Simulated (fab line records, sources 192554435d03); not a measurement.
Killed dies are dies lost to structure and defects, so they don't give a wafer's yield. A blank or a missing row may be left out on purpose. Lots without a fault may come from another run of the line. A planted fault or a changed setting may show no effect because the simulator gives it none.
fab line records | flow n5_finfet
record lots=7 wafers=39
route steps=1938 shown WELL_APT@24 DUMMY_GATE@237 GATE_CUT@501
start_h: hours from the record's first day to the start of the lot's first wafer shown | wait_h: hours since the lot's step before | " the same as in the row above | L1.1+2: a row that stands for several wafers | - no value, or no start given | * or withheld: withheld | < > ~ a bound
route shown NAME@n: a module of which the file shows steps, and the number in the route of the first | usual: mean/standard deviation of fault-free wafers | same: alike in all rows | chamber/n: place in a boat | sites: the reading at each site | _std_site: their standard deviation | _edge_site: outer sites' mean less inner sites' | radius_mm: how far each site lies from the wafer's centre | mask NAME#n: copy n | behind: the tool/chamber that last shaped the wafer | hold: why the lot was held/for how many hours/how that ended | device: the transistor (n, p or np) that didn't switch | end of line: the same wafers' tests at the end of the route | a step without rows: its recipe alone | killed: dies lost to structure and defects at the first sort, not the wafer's yield | map: a wafer's dies, x killed, . not, _ none there
set.NAME: the setting as run; set.NAME@STEP: as run at that earlier step | model.NAME: the simulator's own value behind a step, which no gauge read
lots whose settings were changed on purpose; a table a step, a row a wafer
## steps
# step N5_WELL_APT_EXPOSE_05
# recipe mask_id=NWELL na=0.8 source_shape=conventional sigma_outer=0.8 polarization=unpolarized defocus_nm=0 target_cd_nm=200 dose_mj=20.3
# columns lot.wafer tool chamber start_h wait_h mask set.dose_mj
L076.1+4+6 krf_scanner-02 0 25.74 - NWELL#0 20.93
L076.2+3+5 " 0 " " NWELL#0 20.3
L078.1+5+6 krf_scanner-01 0 37.52 - NWELL#0 21.85
L078.2+3+4 " 0 " " NWELL#0 20.3
L080.1+2+3+4+5+6 krf_scanner-01 0 49.74 - NWELL#0 20.3
L082.2+4+6 krf_scanner-01 0 61.64 - NWELL#0 20.3
L088.1+2+6 krf_scanner-02 0 98.19 - NWELL#0 19.81
L088.3+4+5 " 0 " " NWELL#0 20.3
L089.1+2+5 krf_scanner-01 0 103.69 - NWELL#0 20.3
L089.3+4+6 " 0 " " NWELL#0 21.12
L095.1+2+6 krf_scanner-01 0 139.74 - NWELL#0 21.34
L095.3+4+5 " 0 " " NWELL#0 20.3
# step N5_WELL_APT_PEB_06
# recipe peb_temp_c=130 peb_time_s=90
# step N5_WELL_APT_DEVELOP_07
# recipe develop_time_s=45 rinse_liquid=surfactant_rinse dry=air_spin dev_temp_c=21
# step N5_WELL_APT_HARDBAKE_12
# recipe temp_c=130 time_s=120
# step N5_WELL_APT_CD_MEAS_08
# recipe target_cd_nm=200 landing_energy_ev=500 detector=se_inlens
# usual cd_nm=200.4/1.3
# columns lot.wafer tool chamber start_h wait_h set.dose_mj@WELL_APT_EXPOSE_05 cd_nm
L076.1 cd_sem-01 0 25.91 - 20.93 206.1
L076.2 " 0 " " 20.3 202.5
L076.3 " 0 " " 20.3 200.4
L076.4 " 0 " " 20.93 204.1
L076.5 " 0 " " 20.3 201.4
L076.6 " 0 " " 20.93 205.5
L078.1 cd_sem-01 0 37.69 - 21.85 212.7
L078.2 " 0 " " 20.3 198.8
L078.3 " 0 " " 20.3 199.7
L078.4 " 0 " " 20.3 199.6
L078.5 " 0 " " 21.85 211.6
L078.6 " 0 " " 21.85 209.1
L080.1 cd_sem-02 0 49.91 - 20.3 200.9
L080.2 " 0 " " 20.3 202.2
L080.3 " 0 " " 20.3 201.0
L080.4 " 0 " " 20.3 201.2
L080.5 " 0 " " 20.3 202.2
L080.6 " 0 " " 20.3 202.1
L082.2 cd_sem-02 0 61.81 - 20.3 201.8
L082.4 " 0 " " 20.3 199.0
L082.6 " 0 " " 20.3 200.6
L088.1 cd_sem-02 0 98.36 - 19.81 198.3
L088.2 " 0 " " 19.81 199.3
L088.3 " 0 " " 20.3 202.2
L088.4 " 0 " " 20.3 202.3
L088.5 " 0 " " 20.3 201.6
L088.6 " 0 " " 19.81 197.4
L089.1 cd_sem-03 0 103.86 - 20.3 200.2
L089.2 " 0 " " 20.3 199.4
L089.3 " 0 " " 21.12 205.2
L089.4 " 0 " " 21.12 205.8
L089.5 " 0 " " 20.3 199.8
L089.6 " 0 " " 21.12 205.4
L095.1 cd_sem-03 0 139.91 - 21.34 210.3
L095.2 " 0 " " 21.34 206.5
L095.3 " 0 " " 20.3 199.4
L095.4 " 0 " " 20.3 202.3
L095.5 " 0 " " 20.3 201.4
L095.6 " 0 " " 21.34 208.8
# step N5_WELL_APT_DESCUM_13
# recipe chemistry=O2 time_s=7.9 source_power_w=50 bias_power_w=20 pressure_mtorr=20 rf_frequency_hz=2.712e+07 temp_c=40 o2_flow_sccm=225
# columns lot.wafer tool chamber start_h wait_h set.dose_mj@WELL_APT_EXPOSE_05 model.WELL_APT.cd_nm
L076.1 rie_diel-04 2 26.10 0.1 20.93 205.5
L076.2 " 0 " " 20.3 202.4
L076.3 " 1 " " 20.3 200
L076.4 " 3 " " 20.93 -
L076.5 " 3 " " 20.3 201.1
L076.6 " 0 " " 20.93 205.6
L078.1 rie_diel-04 3 37.78 0.0 21.85 212.8
L078.2 " 2 " " 20.3 198.7
L078.3 " 0 " " 20.3 199.5
L078.4 " 1 " " 20.3 199.8
L078.5 " 2 " " 21.85 211.7
L078.6 " 1 " " 21.85 209
L080.1 rie_diel-04 3 50.12 0.2 20.3 201.1
L080.2 " 2 " " 20.3 202.4
L080.3 " 0 " " 20.3 201
L080.4 " 1 " " 20.3 201.2
L080.5+6 " 3,2 " " 20.3 202.2
L082.2 rie_diel-06 2 61.89 0.0 20.3 201.8
L082.4 " 1 " " 20.3 199.3
L082.6 " 3 " " 20.3 200.6
L088.1 rie_diel-06 2 98.45 0.0 19.81 198.1
L088.2 " 1 " " 19.81 199.1
L088.3 " 0 " " 20.3 202.1
L088.4 " 0 " " 20.3 202.3
L088.5 " 1 " " 20.3 201.5
L088.6 " 2 " " 19.81 197.3
L089.1 rie_diel-01 2 104.09 0.2 20.3 199.5
L089.2 " 1 " " 20.3 199.6
L089.3 " 3 " " 21.12 205.6
L089.4 " 0 " " 21.12 206
L089.5 " 0 " " 20.3 200
L089.6 " 1 " " 21.12 205.4
L095.1 rie_diel-04 3 140.04 0.1 21.34 210
L095.2 " 0 " " 21.34 206.6
L095.3 " 1 " " 20.3 199.5
L095.4 " 0 " " 20.3 202.1
L095.5 " 3 " " 20.3 201.1
L095.6 " 1 " " 21.34 208.6
# step N5_DUMMY_GATE_ETCH_37
# recipe chemistry=N2/H2 target=SOC target_depth_a=600 overetch_a=300 temp_c=40 ion_energy_ev=200 pressure_mtorr=30 source_w=840 bias_w=150 n2_flow_sccm=200 h2_flow_sccm=200
# usual rf_vpp_V=524.5/2.5
# columns lot.wafer tool chamber start_h wait_h set.source_w rf_vpp_V model.SiARC_of_DUMMY_GATE_COAT_35.thk_nm
L076.1 rie_diel-02 3 62.40 0.0 840 527.4 4.8
L076.2 " 2 " " 680 561.6 5.6
L076.3 " 0 " " 680 558.0 5.6
L076.4 " 2 " " 840 524.3 5
L076.5 " 3 " " 840 526.9 4.8
L076.6 " 0 " " 680 557.2 5.6
L078.1 rie_diel-02 1 72.71 0.0 840 525.7 5
L078.2 " 3 " " 840 527.3 5
L078.3 " 2 " " 840 525.1 5
L078.4 " 3 " " 840 527.0 4.8
L078.5 " 2 " " 840 524.1 5
L078.6 " 1 " " 840 523.8 4.8
L080.1 rie_diel-05 0 83.41 0.0 840 523.0 5
L080.2 " 3 " " 840 522.8 5
L080.3 " 2 " " 954.9 498.8 4.6
L080.4 " 0 " " 840 522.7 5
L080.5 " 2 " " 954.9 498.6 4.6
L080.6 " 3 " " 954.9 498.8 4.6
L082.2 rie_diel-02 3 94.79 0.0 840 527.4 5
L082.4 " 2 " " 840 525.2 5
L082.6 " 2 " " 840 524.5 5
L088.1 rie_diel-05 1 130.97 0.0 840 527.1 5.2
L088.2 " 0 " " 965.6 497.1 4.6
L088.3 " 3 " " 840 522.1 5
L088.4 " 2 " " 965.6 496.5 4.6
L088.5 " 1 " " 840 527.5 5.2
L088.6 " 2 " " 965.6 497.8 4.6
L089.1 rie_diel-02 0 136.66 0.0 840 527.5 5
L089.2 " 3 " " 767.6 543.7 5.2
L089.3 " 2 " " 767.6 538.6 5.4
L089.4 " 1 " " 840 524.2 5
L089.5 " 1 " " 767.6 540.6 5.2
L089.6 " 2 " " 840 523.7 5
L095.1 rie_diel-02 2 173.24 0.0 798.1 533.4 5.2
L095.2 " 0 " " 840 528.8 5
L095.3 " 1 " " 798.1 534.7 5
L095.4 " 3 " " 840 526.7 5
L095.5 " 2 " " 840 524.4 5.2
L095.6 " 3 " " 798.1 535.2 5.2
# step N5_DUMMY_GATE_ETCH_32
# recipe chemistry=CF4 target=SiO2 target_depth_a=35 time_s=3.9 ion_energy_ev=350 pressure_mtorr=10 icp_w=800 bias_w=400 cf4_flow_sccm=80
# columns lot.wafer tool chamber start_h wait_h set.time_s model.etch.depth_nm
L076.1 rie_si-01 3 63.05 0.1 4.469 3.968
L076.2 " 2 " " 3.9 3.508
L076.3 " 1 " " 3.9 3.351
L076.4 " 0 " " 3.9 3.426
L076.5 " 2 " " 4.469 4.004
L076.6 " 1 " " 4.469 3.87
L078.1 rie_si-01 0 73.48 0.1 4.668 4.103
L078.2 " 2 " " 4.668 4.18
L078.3 " 3 " " 3.9 3.497
L078.4 " 1 " " 4.668 4.057
L078.5 " 2 " " 3.9 3.537
L078.6 " 3 " " 3.9 3.48
L080.1 rie_si-01 0 83.93 0.1 3.9 3.442
L080.2 " 3 " " 4.535 4.05
L080.3 " 2 " " 3.9 3.501
L080.4 " 1 " " 4.535 3.927
L080.5 " 3 " " 3.9 3.482
L080.6 " 2 " " 4.535 4.09
L082.2 rie_si-01 3 95.46 0.1 3.9 3.458
L082.4 " 2 " " 3.9 3.503
L082.6 " 2 " " 3.9 3.513
L088.1 rie_si-03 0 132.07 0.1 4.621 4.237
L088.2 " 3 " " 4.621 4.182
L088.3 " 1 " " 3.9 3.54
L088.4 " 2 " " 3.9 3.482
L088.5 " 3 " " 4.621 4.172
L088.6 " 0 " " 3.9 3.577
L089.1 rie_si-01 2 137.18 0.1 3.9 3.54
L089.2 " 0 " " 4.325 3.807
L089.3 " 1 " " 4.325 3.746
L089.4 " 3 " " 4.325 3.859
L089.5 " 3 " " 3.9 3.502
L089.6 " 2 " " 3.9 3.547
L095.1 rie_si-01 1 173.78 0.1 3.582 3.103
L095.2 " 0 " " 3.9 3.451
L095.3 " 3 " " 3.582 3.183
L095.4 " 2 " " 3.9 3.523
L095.5 " 2 " " 3.582 3.223
L095.6 " 1 " " 3.9 3.396
# step N5_GATE_CUT_CUT_ETCH_54
# recipe chemistry=Cl2/BCl3 target=TiN mask_material=SiO2 target_depth_a=967 pressure_mtorr=10 icp_w=1000 bias_w=126 Cl2_flow_sccm=53.25 bcl3_flow_sccm=21.75 Ar_flow_sccm=25 ends=cleared
# usual etch_rf_on_time_s=36.5/0.43
# columns lot.wafer tool chamber start_h wait_h set.icp_w etch_rf_on_time_s
L076.1 rie_metal-01 1 101.25 0.0 1000 37.2
L076.2 " 0 " " 1000 36.7
L076.3 " 0 " " 1000 36.3
L076.4 " 1 " " 1000 37.2
L076.5 " 1 " " 1000 36.7
L076.6 " 0 " " 1000 36.4
L078.1 rie_metal-01 1 112.08 0.0 1000 36.8
L078.2 " 0 " " 933.7 38.5
L078.3 " 0 " " 1000 36.1
L078.4 " 1 " " 933.7 39.3
L078.5 " 0 " " 1000 36.4
L078.6 " 1 " " 933.7 39.2
L080.1 rie_metal-02 1 123.98 0.0 1000 36.5
L080.2 " 0 " " 1000 36.5
L080.3 " 0 " " 1000 36.5
L080.4 " 1 " " 1130 32.9
L080.5 " 0 " " 1130 32.9
L080.6 " 1 " " 1130 32.5
L082.2 rie_metal-01 1 134.99 0.0 1000 37.1
L082.4 " 0 " " 1000 36.4
L082.6 " 0 " " 1000 36.4
L088.1 rie_metal-03 1 171.20 0.0 1000 35.5
L088.2 " 0 " " 1000 35.9
L088.3 " 0 " " 1000 36.3
L088.4 " 1 " " 1000 35.6
L088.5 " 1 " " 1000 35.6
L088.6 " 0 " " 1000 36.1
L089.1 rie_metal-03 1 176.99 0.0 1064 33.8
L089.2 " 0 " " 1000 36.8
L089.3 " 0 " " 1000 36.5
L089.4 " 1 " " 1064 34.0
L089.5 " 0 " " 1064 34.9
L089.6 " 1 " " 1000 36.2
L095.1 rie_metal-01 0 209.69 0.0 811.1 43.6
L095.2 " 1 " " 811.1 43.9
L095.3 " 1 " " 1000 36.7
L095.4 " 0 " " 811.1 43.2
L095.5 " 1 " " 1000 36.3
L095.6 " 0 " " 1000 36.2
## key
split step=N5_WELL_APT_EXPOSE_05 setting=dose_mj stated=20.3 by=wafer
response step=N5_WELL_APT_CD_MEAS_08 reading=cd_nm change=+1.48 per=1% r=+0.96
response step=N5_WELL_APT_DESCUM_13 reading=model.WELL_APT.cd_nm change=+1.51 per=1% r=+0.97
split step=N5_DUMMY_GATE_ETCH_37 setting=source_w stated=840 by=wafer
response step=N5_DUMMY_GATE_ETCH_37 reading=rf_vpp_V change=-1.78 per=1% r=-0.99
response step=N5_DUMMY_GATE_ETCH_37 reading=model.SiARC_of_DUMMY_GATE_COAT_35.thk_nm change=-0.0344 per=1% r=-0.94
split step=N5_DUMMY_GATE_ETCH_32 setting=time_s stated=3.9 by=wafer
response step=N5_DUMMY_GATE_ETCH_32 reading=model.etch.depth_nm change=+0.0331 per=1% r=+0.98
split step=N5_GATE_CUT_CUT_ETCH_54 setting=icp_w stated=1000 by=wafer
response step=N5_GATE_CUT_CUT_ETCH_54 reading=etch_rf_on_time_s change=* per=1% r=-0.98
